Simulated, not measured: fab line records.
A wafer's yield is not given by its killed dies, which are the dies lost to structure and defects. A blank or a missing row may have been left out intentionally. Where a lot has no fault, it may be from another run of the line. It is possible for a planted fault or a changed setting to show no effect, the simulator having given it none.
fab line records | flow n5Finfet
[record] lots = 7 | wafers = 21 | lastDay = 18
route steps=1938 shown BEOL_M8@1377 PASSIVATION@1936
lots untouched by any fault: they come from a run of this same line in which no faults occurred
startH: the number of hours between the record's first day and the start of the first shown wafer of the lot | waitH: hours from the lot's prior step to this one | " identical to the entry in the row above | L1.1+2: a row that stands for several wafers | - no value, or no start given | * or withheld: withheld | < > ~ a bound
route shown NAME@n: NAME is a module with steps in the file, n the number in the route of the first one | usual: the fault-free wafers' mean and standard deviation | same: alike in all rows | chamber/n: place in a boat | sites: readings site by site | _std_site: standard deviation of those values | _edge_site: the outer-site mean with the inner-site mean subtracted | radiusMm: how far each site lies from the wafer's centre | mask NAME#n: copy n | behind: the most recent tool/chamber to have shaped the wafer | hold: why the lot went on hold/how many hours it stayed there/how the hold came to an end | device: whichever transistor did not switch (one of n, p or np) | end of line: tests of these same wafers at the route's end | where a step has no rows: the recipe by itself | killed: at the first sort, the dies lost to defects and structure; wafer yield is something else | map: dies across one wafer; x = killed, . = not, _ = none there
set.NAME: the setting the step ran with; set.NAME@STEP: the setting that earlier step ran with | model.NAME: the simulator's own value behind a step, which no gauge read
a table for each step, a row for each wafer; lots at some steps of the route
services: from which hour (startH, from the record's first day; less than 0 if before it) a tool's chamber was out of use, for how many hours, and why
[[steps]]
[step N5_BEOL_M8_TRENCH_ETCH_37]
[recipe] chemistry = C4F6/O2 | targetDepthA = 934.78 | target = SiCOH_lowk | timeS = 31.2 | ionEnergyEv = 250 | pressureMtorr = 30 | sourceW = 345 | biasW = 185 | Ar_flow_sccm = 300 | C4F6_flow_sccm = 10 | O2_flow_sccm = 10
[usual] drypumpMotorCurrentA = 5.7/0.45 | oesProductAu = 0.81/0.11 | rfFwdPowerW = 339.6/1.4 | rfVppV = 660/15 | showerheadPlenumPTorr = 2.83/0.13 | throttleValvePct = 20.77/0.19
lot.wafer | tool       | chamber | startH | waitH | drypumpMotorCurrentA | oesProductAu | rfFwdPowerW | rfHoursCounterH | rfVppV | showerheadPlenumPTorr | throttleValvePct
L540.3    | rieDiel-04 | 1       | -      | -     | 5.2                  | 0.68         | 339.7       | 224             | 650    | 2.69                  | 20.48
L540.4    | "          | 0       | "      | "     | 5.7                  | 0.90         | 340.0       | 20              | 663    | 3.05                  | 20.64
L540.6    | "          | 3       | "      | "     | 5.3                  | 0.83         | 342.5       | -               | 656    | 2.79                  | 20.68
L542.2    | rieDiel-06 | 3       | -      | -     | 6.5                  | 0.83         | 341.6       | 92              | 630    | 2.72                  | 20.65
L542.3    | "          | 0       | "      | "     | 6.6                  | 0.91         | 338.8       | 18              | 655    | 2.81                  | 20.92
L542.6    | "          | 0       | "      | "     | 6.7                  | 0.92         | 338.7       | -               | 656    | 2.81                  | 20.93
L544.2    | rieDiel-06 | 3       | -      | -     | 6.5                  | 0.82         | 342.3       | 102             | 630    | 2.71                  | 20.66
L544.3    | "          | 0       | "      | "     | 6.7                  | 0.89         | 341.8       | 27              | 655    | 2.81                  | 20.95
L544.4    | "          | 0       | "      | "     | 6.6                  | 0.89         | 340.9       | -               | 656    | 2.81                  | 20.92
L543.1    | rieDiel-05 | 3       | -      | -     | 5.6                  | 0.91         | 338.1       | 27              | 640    | 2.81                  | 21.04
L543.3    | "          | 0       | "      | "     | 5.7                  | 0.88         | 339.8       | 31              | 688    | 3.03                  | 20.84
L543.6    | "          | 0       | "      | "     | 5.7                  | 0.89         | 339.6       | -               | 688    | 3.03                  | 20.84
L545.1    | rieDiel-04 | 3       | -      | -     | 5.4                  | 0.82         | 343.1       | 81              | 657    | 2.79                  | 20.68
L545.2    | "          | 0       | "      | "     | 5.6                  | 0.89         | 338.7       | 29              | 663    | 3.05                  | 20.68
L545.5    | "          | 3       | "      | "     | 5.3                  | 0.83         | 342.1       | -               | 657    | 2.79                  | 20.68
L546.2    | rieDiel-04 | 0       | -      | -     | 5.6                  | 0.88         | 339.7       | 32              | 663    | 3.04                  | 20.67
L546.3    | "          | 3       | "      | "     | 5.3                  | 0.82         | 341.3       | 84              | 656    | 2.79                  | 20.67
L546.4    | "          | 1       | "      | "     | 5.2                  | 0.67         | 339.4       | -               | 652    | 2.68                  | 20.49
L552.2    | rieDiel-06 | 0       | -      | -     | 6.6                  | 0.84         | 337.9       | 54              | 655    | 2.79                  | 20.99
L552.3    | "          | 2       | "      | "     | 5.5                  | 0.95         | 338.4       | 3               | 698    | 2.99                  | 20.60
L552.4    | "          | 2       | "      | "     | 5.5                  | 0.95         | 338.3       | -               | 697    | 2.99                  | 20.61
[step N5_BEOL_M8_ETCH_41]
[recipe] chemistry = CH3F/O2 | target = SiCN | targetDepthA = 319 | taperDeg = 2 | timeS = 57.8 | ionEnergyEv = 120 | maskMaterial = TiN | pressureMtorr = 30 | sourceW = 395 | biasW = 75 | Ar_flow_sccm = 150 | CH3F_flow_sccm = 30 | O2_flow_sccm = 20
[usual] drypumpMotorCurrentA = 5.7/0.45 | oesProductAu = 0.81/0.1 | rfFwdPowerW = 391.0/1.3 | rfVppV = 297.1/1.8 | showerheadPlenumPTorr = 1.99/0.096 | throttleValvePct = 16.18/0.19
lot.wafer | tool       | chamber | startH | waitH | drypumpMotorCurrentA | oesProductAu | rfFwdPowerW | rfHoursCounterH | rfVppV | showerheadPlenumPTorr | throttleValvePct
L540.3    | rieDiel-04 | 1       | -      | -     | 5.3                  | 0.67         | 388.4       | 224             | 294.1  | 1.89                  | 16.05
L540.4    | "          | 0       | "      | "     | 5.6                  | 0.91         | 390.9       | 20              | 300.0  | 2.15                  | 15.95
L540.6    | "          | 3       | "      | "     | 5.4                  | 0.83         | 392.0       | -               | 294.9  | 1.95                  | 16.03
L542.2    | rieDiel-06 | 3       | -      | -     | 6.5                  | 0.83         | 391.8       | 92              | 296.0  | 1.91                  | 16.10
L542.3    | "          | 0       | "      | "     | 6.6                  | 0.92         | 390.9       | 18              | 296.5  | 1.97                  | 16.21
L542.6    | "          | 0       | "      | "     | 6.6                  | 0.91         | 390.3       | -               | 296.5  | 1.97                  | 16.22
L544.2    | rieDiel-06 | 3       | -      | -     | 6.4                  | 0.81         | 392.9       | 102             | 297.0  | 1.91                  | 16.11
L544.3    | "          | 0       | "      | "     | 6.6                  | 0.89         | 389.4       | 27              | 294.9  | 1.97                  | 16.24
L544.4    | "          | 0       | "      | "     | 6.6                  | 0.89         | 389.2       | -               | 296.3  | 1.97                  | 16.23
L543.1    | rieDiel-05 | 3       | -      | -     | 5.6                  | 0.91         | 391.5       | 27              | 296.7  | 1.97                  | 16.26
L543.3    | "          | 0       | "      | "     | 5.7                  | 0.88         | 389.9       | 31              | 300.5  | 2.14                  | 16.19
L543.6    | "          | 0       | "      | "     | 5.7                  | 0.88         | 389.4       | -               | 300.9  | 2.14                  | 16.19
L545.1    | rieDiel-04 | 3       | -      | -     | 5.3                  | 0.83         | 391.7       | 81              | 296.4  | 1.95                  | 16.04
L545.2    | "          | 0       | "      | "     | 5.6                  | 0.89         | 390.5       | 29              | 299.5  | 2.14                  | 15.98
L545.5    | "          | 3       | "      | "     | 5.4                  | 0.83         | 392.7       | -               | 295.7  | 1.95                  | 16.05
L546.2    | rieDiel-04 | 0       | -      | -     | 5.6                  | 0.89         | 390.8       | 32              | 299.8  | 2.14                  | 15.98
L546.3    | "          | 3       | "      | "     | 5.4                  | 0.83         | 392.2       | 84              | 296.4  | 1.95                  | 16.05
L546.4    | "          | 1       | "      | "     | 5.2                  | 0.67         | 392.5       | -               | 296.1  | 1.88                  | 16.07
L552.2    | rieDiel-06 | 0       | -      | -     | 6.6                  | 0.84         | 390.9       | 54              | 297.7  | 1.96                  | 16.27
L552.3    | "          | 2       | "      | "     | 5.5                  | 0.94         | 390.9       | 3               | 299.8  | 2.11                  | 16.02
L552.4    | "          | 2       | "      | "     | 5.4                  | 0.95         | 392.4       | -               | 298.8  | 2.11                  | 16.03
[step N5_BEOL_M8_STRIP_80]
[recipe] chemistry = N2/H2 | timeS = 10 | powerW = 450 | tempC = 40 | pressureMtorr = 20 | rfFrequencyHz = 6e+07 | biasPowerW = 7 | n2FlowSccm = 200 | h2FlowSccm = 200
[usual] drypumpMotorCurrentA = 5.7/0.45 | oesProductAu = 0.80/0.11 | rfVppV = 59.0/0.88 | showerheadPlenumPTorr = 2.53/0.11 | tempC = 39.99/0.12 | throttleValvePct = 23.5/0.37
lot.wafer | tool       | chamber | startH | waitH | drypumpMotorCurrentA | oesProductAu | rfHoursCounterH | rfVppV | showerheadPlenumPTorr | tempC | throttleValvePct
L540.3    | rieDiel-04 | 1       | -      | -     | 5.2                  | 0.67         | 224             | 58.8   | 2.41                  | 39.77 | 23.1
L540.4    | "          | 0       | "      | "     | 5.6                  | 0.92         | 20              | 57.9   | 2.71                  | 39.84 | 23.6
L540.6    | "          | 3       | "      | "     | 5.4                  | 0.82         | -               | 58.5   | 2.46                  | 40.00 | 23.0
L542.2    | rieDiel-06 | 3       | -      | -     | 6.5                  | 0.80         | 93              | 59.0   | 2.46                  | 39.78 | 23.6
L542.3    | "          | 0       | "      | "     | 6.6                  | 0.91         | 18              | 59.1   | 2.46                  | 40.00 | 23.3
L542.6    | "          | 0       | "      | "     | 6.6                  | 0.91         | -               | 59.4   | 2.47                  | 40.08 | 23.3
L544.2    | rieDiel-06 | 3       | -      | -     | 6.5                  | 0.80         | 102             | 60.2   | 2.45                  | 39.98 | 23.7
L544.3    | "          | 0       | "      | "     | 6.7                  | 0.89         | 27              | 60.1   | 2.46                  | 39.80 | 23.3
L544.4    | "          | 0       | "      | "     | 6.7                  | 0.89         | -               | 60.3   | 2.46                  | 39.76 | 23.3
L543.1    | rieDiel-05 | 3       | -      | -     | 5.6                  | 0.92         | 27              | 58.6   | 2.50                  | 40.01 | 24.3
L543.3    | "          | 0       | "      | "     | 5.7                  | 0.87         | 31              | 58.6   | 2.67                  | 39.97 | 23.1
L543.6    | "          | 0       | "      | "     | 5.8                  | 0.86         | -               | 58.0   | 2.67                  | 39.96 | 23.1
L545.1    | rieDiel-04 | 3       | -      | -     | 5.4                  | 0.83         | 81              | 59.1   | 2.46                  | 40.10 | 23.0
L545.2    | "          | 0       | "      | "     | 5.6                  | 0.89         | 29              | 60.2   | 2.71                  | 39.99 | 23.6
L545.5    | "          | 3       | "      | "     | 5.4                  | 0.82         | -               | 59.3   | 2.46                  | 40.16 | 23.0
L546.2    | rieDiel-04 | 0       | -      | -     | 5.7                  | 0.89         | 32              | 59.2   | 2.71                  | 39.96 | 23.6
L546.3    | "          | 3       | "      | "     | 5.4                  | 0.81         | 84              | 58.3   | 2.45                  | 40.11 | 23.0
L546.4    | "          | 1       | "      | "     | 5.2                  | 0.65         | -               | 58.1   | 2.40                  | 39.99 | 23.1
L552.2    | rieDiel-06 | 0       | -      | -     | 6.7                  | 0.84         | 54              | 59.0   | 2.45                  | 40.03 | 23.3
L552.3    | "          | 2       | "      | "     | 5.4                  | 0.93         | 3               | 59.7   | 2.73                  | 39.95 | 23.9
L552.4    | "          | 2       | "      | "     | 5.4                  | 0.93         | -               | 59.1   | 2.73                  | 39.90 | 24.0
[step N5_BEOL_M8_OCD_MEAS_38]
[usual] trenchDepthNm = 93.1/2.4
lot.wafer | tool   | chamber | startH | waitH | trenchDepthNm
L540.3    | ocd-01 | -       | 281.79 | -     | 89.5
L540.4    | "      | -       | "      | "     | 91.9
L540.6    | "      | -       | "      | "     | 94.5
L542.2    | ocd-01 | -       | 282.30 | -     | 96.1
L542.3    | "      | -       | "      | "     | 92.3
L542.6    | "      | -       | "      | "     | 92.6
L544.2    | ocd-02 | -       | 304.37 | -     | 95.2
L544.3    | "      | -       | "      | "     | 92.6
L544.4    | "      | -       | "      | "     | 91.7
L543.1    | ocd-02 | -       | 304.48 | -     | 94.0
L543.3    | "      | -       | "      | "     | 95.0
L543.6    | "      | -       | "      | "     | 95.0
L545.1    | ocd-02 | -       | 305.30 | -     | 95.0
L545.2    | "      | -       | "      | "     | 92.0
L545.5    | "      | -       | "      | "     | 95.8
L546.2    | ocd-01 | -       | 311.93 | -     | 92.5
L546.3    | "      | -       | "      | "     | 94.1
L546.4    | "      | -       | "      | "     | 88.7
L552.2    | ocd-02 | -       | 368.26 | -     | 91.8
L552.3    | "      | -       | "      | "     | 94.0
L552.4    | "      | -       | "      | "     | 94.3
[step N5_BEOL_M8_HM_STRIP_39]
[recipe] chemistry = peroxideTinStrip | material = TiN | targetDepthA = 250 | tempC = 50 | timeS = 158
[step N5_BEOL_M8_SRD_40]
[recipe] timeS = 30 | tempC = 23 | rinseLiquid = diw | dry = ipaMarangoni
[step N5_BEOL_M8_PRECLEAN_42]
[recipe] chemistry = residueRemover | timeS = 60 | tempC = 40
[step N5_BEOL_M8_SRD_43]
[recipe] timeS = 30 | tempC = 23 | rinseLiquid = diw | dry = ipaMarangoni
[step N5_BEOL_M8_CD_MEAS_35]
[recipe] targetCdNm = 40 | polarity = opening
[usual] cdNm = 40.3/0.73
lot.wafer | tool     | chamber | startH | waitH | cdNm
L540.3    | cdSem-01 | -       | 281.95 | 0.0   | 39.6
L540.4    | "        | -       | "      | "     | 41.0
L540.6    | "        | -       | "      | "     | 39.3
L542.2    | cdSem-02 | -       | 282.45 | 0.0   | 41.8
L542.3    | "        | -       | "      | "     | 41.5
L542.6    | "        | -       | "      | "     | 41.9
L544.2    | cdSem-03 | -       | 304.53 | 0.0   | 40.7
L544.3    | "        | -       | "      | "     | 39.9
L544.4    | "        | -       | "      | "     | 39.9
L543.1    | cdSem-03 | -       | 304.63 | 0.0   | 40.0
L543.3    | "        | -       | "      | "     | 39.1
L543.6    | "        | -       | "      | "     | 40.1
L545.1    | cdSem-02 | -       | 305.45 | 0.0   | 39.0
L545.2    | "        | -       | "      | "     | 39.2
L545.5    | "        | -       | "      | "     | 40.0
L546.2    | cdSem-03 | -       | 312.26 | 0.0   | 40.6
L546.3    | "        | -       | "      | "     | 40.1
L546.4    | "        | -       | "      | "     | 40.0
L552.2    | cdSem-03 | -       | 368.43 | 0.0   | 40.0
L552.3    | "        | -       | "      | "     | 39.5
L552.4    | "        | -       | "      | "     | 39.6
[step N5_BEOL_M8_CURE_75]
[recipe] tempC = 370 | timeS = 120 | ambient = DMADMS/He | material = SiCOH_lowk
[usual] lampPowerPct = 52.31/0.061 | wafer_temp_C_max = 371.8/0.57
lot.wafer | tool      | chamber | startH | waitH | lampPowerPct | wafer_temp_C_max
L540.3    | uvCure-01 | 1       | 282.09 | 0.1   | 52.35        | 372.7
L540.4    | "         | 1       | "      | "     | 52.26        | 372.5
L540.6    | "         | 1       | "      | "     | 52.30        | 372.3
L542.2    | uvCure-02 | 0       | 282.54 | 0.1   | 52.38        | 371.9
L542.3    | "         | 0       | "      | "     | 52.43        | 372.1
L542.6    | "         | 0       | "      | "     | 52.31        | 371.9
L544.2    | uvCure-03 | 1       | 304.67 | 0.1   | 52.30        | 370.9
L544.3    | "         | 1       | "      | "     | 52.29        | 371.0
L544.4    | "         | 1       | "      | "     | 52.40        | 371.3
L543.1    | uvCure-02 | 0       | 305.39 | 0.8   | 52.25        | 372.3
L543.3    | "         | 0       | "      | "     | 52.34        | 372.2
L543.6    | "         | 0       | "      | "     | 52.20        | 371.8
L545.1    | uvCure-02 | 0       | 305.69 | 0.2   | 52.30        | 372.3
L545.2    | "         | 0       | "      | "     | 52.22        | 371.9
L545.5    | "         | 0       | "      | "     | 52.37        | 372.0
L546.2    | uvCure-01 | 2       | 312.35 | 0.1   | 52.34        | 372.8
L546.3    | "         | 2       | "      | "     | 52.29        | 371.6
L546.4    | "         | 2       | "      | "     | 52.35        | 371.8
L552.2    | uvCure-02 | 2       | 368.66 | 0.2   | 52.25        | 372.2
L552.3    | "         | 2       | "      | "     | 52.28        | 371.4
L552.4    | "         | 2       | "      | "     | 52.21        | 371.5
[step N5_BEOL_M8_DEGAS_44]
[recipe] ambient = vacuum | tempC = 250 | timeS = 60
[step N5_BEOL_M8_PRE_CLEAN_45]
[recipe] gas = H2/He | timeS = 30 | tempC = 250
[usual] heaterPowerW = 331/29
lot.wafer | tool          | chamber | startH | waitH | heaterPowerW
L540.3    | pvdSputter-02 | -       | 282.44 | 0.0   | 327
L540.4    | "             | -       | "      | "     | 353
L540.6    | "             | -       | "      | "     | 324
L542.2    | pvdSputter-02 | -       | 283.64 | 0.0   | 328
L542.3    | "             | -       | "      | "     | 379
L542.6    | "             | -       | "      | "     | 386
L544.2    | pvdSputter-03 | -       | 305.33 | 0.0   | 310
L544.3    | "             | -       | "      | "     | 302
L544.4    | "             | -       | "      | "     | 348
L543.1    | pvdSputter-03 | -       | 305.79 | 0.0   | 301
L543.3    | "             | -       | "      | "     | 350
L543.6    | "             | -       | "      | "     | 298
L545.1    | pvdSputter-03 | -       | 306.27 | 0.0   | 303
L545.2    | "             | -       | "      | "     | 350
L545.5    | "             | -       | "      | "     | 306
L546.2    | pvdSputter-03 | -       | 312.85 | 0.0   | 312
L546.3    | "             | -       | "      | "     | 346
L546.4    | "             | -       | "      | "     | 301
L552.2    | pvdSputter-01 | -       | 369.27 | 0.0   | 326
L552.3    | "             | -       | "      | "     | 276
L552.4    | "             | -       | "      | "     | 303
[step N5_BEOL_M8_ALD_77]
[recipe] material = TaN | targetThkA = 20 | tempC = 275 | aldPrecursorFamily = PDMAT | aldCoReactant = NH3 | pressureTorr = 3 | carrierFlowSccm = 1500 | pulseTimeS = 2 | purgeTimeS = 3 | coReactantPurgeTimeS = 2 | coReactantPulseTimeS = 3 | aldCycles = 40 | precursorVesselTempC = 75 | precursorVesselPressureTorr = 26.25 | precursorVesselCarrierSccm = 1000
[usual] heaterPowerW = 432/56 | purgeTimeS = 3/0
lot.wafer | tool        | chamber | startH | waitH | heaterPowerW | purgeTimeS | sinceWetCleanH
L540.3    | aldMetal-04 | 1       | 282.51 | 0.1   | 455          | 3          | 6099
L540.4    | "           | 3       | "      | "     | 490          | 3          | 6099
L540.6    | "           | 2       | "      | "     | 497          | 3          | -
L542.2    | aldMetal-03 | 0       | 283.70 | 0.0   | 348          | 3          | 4562
L542.3    | "           | 1       | "      | "     | 510          | 3          | 4562
L542.6    | "           | 2       | "      | "     | 433          | 3          | -
L544.2    | aldMetal-02 | 1       | 305.54 | 0.2   | 465          | 3          | 3045
L544.3    | "           | 2       | "      | "     | 376          | 3          | 3045
L544.4    | "           | 3       | "      | "     | 356          | 3          | 3045
L543.1    | aldMetal-03 | 2       | 305.85 | 0.0   | 425          | 2.8438     | 4584
L543.3    | "           | 0       | "      | "     | 349          | 3          | 4584
L543.6    | "           | 1       | "      | "     | 496          | 3          | -
L545.1    | aldMetal-03 | 1       | 306.33 | 0.0   | 496          | 2.8438     | 4585
L545.2    | "           | 2       | "      | "     | 431          | 2.8438     | 4585
L545.5    | "           | 2       | "      | "     | 436          | 3          | -
L546.2    | aldMetal-03 | 1       | 312.91 | 0.0   | 508          | 2.8438     | 4591
L546.3    | "           | 0       | "      | "     | 347          | 3          | 4591
L546.4    | "           | 2       | "      | "     | 430          | 3          | 4591
L552.2    | aldMetal-04 | 3       | 369.33 | 0.0   | 424          | 3          | 18
L552.3    | "           | 0       | "      | "     | 389          | 3          | 18
L552.4    | "           | 2       | "      | "     | 479          | 3          | 18
[step N5_BEOL_M8_SURFACE_TREAT_79]
[recipe] gas = Ar | timeS = * | ionEnergyEv = * | ionCurrentMaCm2 = 0.5 | pressureMtorr = * | arFlowSccm = 30
[step N5_PASSIVATION_PROBE_49]
[usual] defectLimitedYield = 91.1/1.5 | killed_at_M0_to_M3 = 37/11 | killed_at_M4_up = 13/5.6 | killedAtContacts = 12/5.6 | killedAtFrontEnd = 39/11 | killedAtOther = 4/3.1 | killedDies = 105/18 | killedOpen = 69/13 | killedShort = 35/7.4 | sort_bin_5_function = 5.1/0.92 | sort_bin_6_memory = 3.4/0.76 | sort_bin_8_speed = 0.02/0.11 | sortNPass = 1075/18 | sortYieldPct = 91.1/1.5
[same] grossDies = 1180 | killedAtBackSide = 0 | sort_bin_4_leakage[%] = 0
lot.wafer | tool      | chamber | startH | waitH | defectLimitedYield[%] | killed_at_M0_to_M3 | killed_at_M4_up | killedAtContacts | killedAtFrontEnd | killedAtOther | killedDies | killedOpen | killedShort | sort_bin_5_function[%] | sort_bin_6_memory[%] | sort_bin_8_speed[%] | sortNPass | sortYieldPct[%]
L546.2    | prober-02 | -       | 395.22 | 0.1   | 92.8                  | 24                 | 10              | 6                | 39               | 6             | 85         | 54         | 29          | 5.0                    | 2.0                  | 0                   | 1095      | 92.8
L546.3    | prober-02 | -       | 395.27 | 0.1   | 93.5                  | 18                 | 9               | 12               | 34               | 4             | 77         | 49         | 27          | 4.2                    | 1.9                  | 0                   | 1103      | 93.5
L546.4    | prober-02 | -       | 395.32 | 0.2   | 91.3                  | 18                 | 8               | 19               | 56               | 2             | 103        | 68         | 35          | 5.3                    | 3.1                  | 0                   | 1077      | 91.3
// killed by level:class
L546.2 STI_FIN_REVEAL:geometricParticle:open=9 FIN_SAQP:geometricParticle:open=8 FIN_SAQP:geometricParticle:short=7 BEOL_M0_SAQP:geometricParticle:short=5 BEOL_M3:geometricParticle:open=5 GATE_CUT:geometricParticle:short=4 DUMMY_GATE:geometricParticle:open=4 MOL_CONTACT_COAG:geometricParticle:open=4
L546.3 MOL_CONTACT_COAG:geometricParticle:open=11 GATE_CUT:geometricParticle:short=7 FIN_SAQP:geometricParticle:open=6 FIN_SAQP:geometricParticle:short=6 DUMMY_GATE:geometricParticle:open=5 BEOL_M0_SAQP:geometricParticle:open=5 BEOL_M0:geometricParticle:open=4 BEOL_M1:geometricParticle:open=4
L546.4 MOL_CONTACT_COAG:geometricParticle:open=18 FIN_SAQP:geometricParticle:short=15 DUMMY_GATE:geometricParticle:open=13 FIN_SAQP:geometricParticle:open=7 BEOL_M0_SAQP:geometricParticle:short=7 STI_FIN_REVEAL:geometricParticle:open=5 GATE_CUT:geometricParticle:open=5 GATE_CUT:geometricParticle:short=3
[[services]]
tool          | chamber | startH | hours | kind
aldMetal-04   | 0       | 263.19 | 7.0   | repair
uvCure-03     | -       | 264.08 | 1.0   | pm
rieDiel-04    | -       | 266.81 | 2.4   | repair
rieDiel-06    | -       | 267.21 | 0.6   | repair
rieDiel-06    | -       | 275.37 | 4.3   | pm
uvCure-01     | -       | 276.86 | 1.2   | repair
uvCure-01     | -       | 292.76 | 14.6  | pm
rieDiel-06    | 2       | 294.86 | 13.9  | repair
rieDiel-04    | 2       | 302.94 | 7.1   | repair
rieDiel-04    | 2       | 310.68 | 4.4   | repair
pvdSputter-02 | -       | 311.06 | 2.8   | repair
uvCure-03     | -       | 323.29 | 7.1   | pm
rieDiel-05    | -       | 333.69 | 15.6  | pm
rieDiel-06    | 2       | 334.08 | -     | clean
rieDiel-06    | 2       | 334.08 | -     | consumableReplace:focusRing
rieDiel-06    | 2       | 334.08 | -     | consumableReplace:showerhead
rieDiel-06    | 2       | 334.08 | 21.2  | scheduledDown
rieDiel-06    | 2       | 334.08 | 21.2  | ventCycle
aldMetal-04   | -       | 337.25 | 14.0  | pm
uvCure-01     | -       | 346.62 | 11.6  | repair
rieDiel-04    | 3       | 347.13 | 14.3  | repair
pvdSputter-03 | -       | 348.61 | 9.2   | repair
rieDiel-06    | 3       | 352.68 | 16.5  | repair
uvCure-02     | -       | 366.36 | 2.2   | repair
[[key]]
[firstSign] step = N5_BEOL_M8_ALD_77 | reading = purgeTimeS | direction = down | sigmas = 99+ | usual = * | struck = *
effect none on later readings
metAt N5_BEOL_M8_ALD_77
struckWafers L543.1,L545.1,L545.2,L546.2
onsetBetween 283.70 305.85
[fault] kind = processParameterDrift | tool = aldMetal-03 | chamber = - | onsetH = 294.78 | steps = N5_BEOL_M8_ALD_77 | channel = purgeTimeS | offset = * | shape = step | endH = 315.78 | scope = struckWafersOnly | actsIn = * | stated = *
